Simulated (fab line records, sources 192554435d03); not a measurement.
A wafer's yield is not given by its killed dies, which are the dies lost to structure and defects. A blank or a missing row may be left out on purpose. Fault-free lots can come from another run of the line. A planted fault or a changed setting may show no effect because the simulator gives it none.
Matching of chambers / flow n5 finfet / 3 sister chambers for N5_BEOL_M0_DEP_125 on pecvd-04
The step deposits SiCN from 3MS/NH3, target thk 8 nm, time 14 s. 3 wafers are shown with their chamber, then 8 later ones without.

WAFERS PAIRED WITH THEIR CHAMBERS
wafer=L090.1; chamber=0; showerhead plenum p Torr (Torr)=3.624
wafer=L090.3; chamber=2; showerhead plenum p Torr (Torr)=3.657
wafer=L090.4; chamber=1; showerhead plenum p Torr (Torr)=3.644

WAFERS MISSING THEIR CHAMBER
wafer=L090.5; showerhead plenum p Torr (Torr)=3.667
wafer=L090.6; showerhead plenum p Torr (Torr)=3.618
wafer=L092.1; showerhead plenum p Torr (Torr)=3.626
wafer=L092.2; showerhead plenum p Torr (Torr)=3.649
wafer=L092.3; showerhead plenum p Torr (Torr)=3.666
wafer=L093.1; showerhead plenum p Torr (Torr)=3.672
wafer=L093.2; showerhead plenum p Torr (Torr)=3.647
wafer=L093.4; showerhead plenum p Torr (Torr)=3.631

EACH ONE'S CHAMBER
wafer=L090.5; from the rows above=can't be placed: 2 or 1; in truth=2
wafer=L090.6; from the rows above=0; in truth=0
wafer=L092.1; from the rows above=can't be placed: 0 or 1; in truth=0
wafer=L092.2; from the rows above=can't be placed: 1 or 2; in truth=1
wafer=L092.3; from the rows above=can't be placed: 2 or 1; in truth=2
wafer=L093.1; from the rows above=can't be placed: 2 or 1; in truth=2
wafer=L093.2; from the rows above=can't be placed: 1 or 2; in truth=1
wafer=L093.4; from the rows above=can't be placed: 0 or 1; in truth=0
Correctly placed: 1 of 8. These rows do not allow placing 7 (true chamber among the candidates in 7). 0 placed wrongly.
How it was worked out, from the rows above alone: a wafer's distance from a chamber is the root of the sum, over the readings, of the square of ((its reading less the chamber's mean) divided by the reading's scatter). If the next closest chamber is less than 2 further off than the closest, the wafer can't be placed; otherwise it belongs to the closest. For every chamber, the mean is computed from those of its wafers that are shown. The scatter (one wafer shown for each chamber): square how far every hidden wafer sits from the nearest shown wafer, average those squares and take the square root.
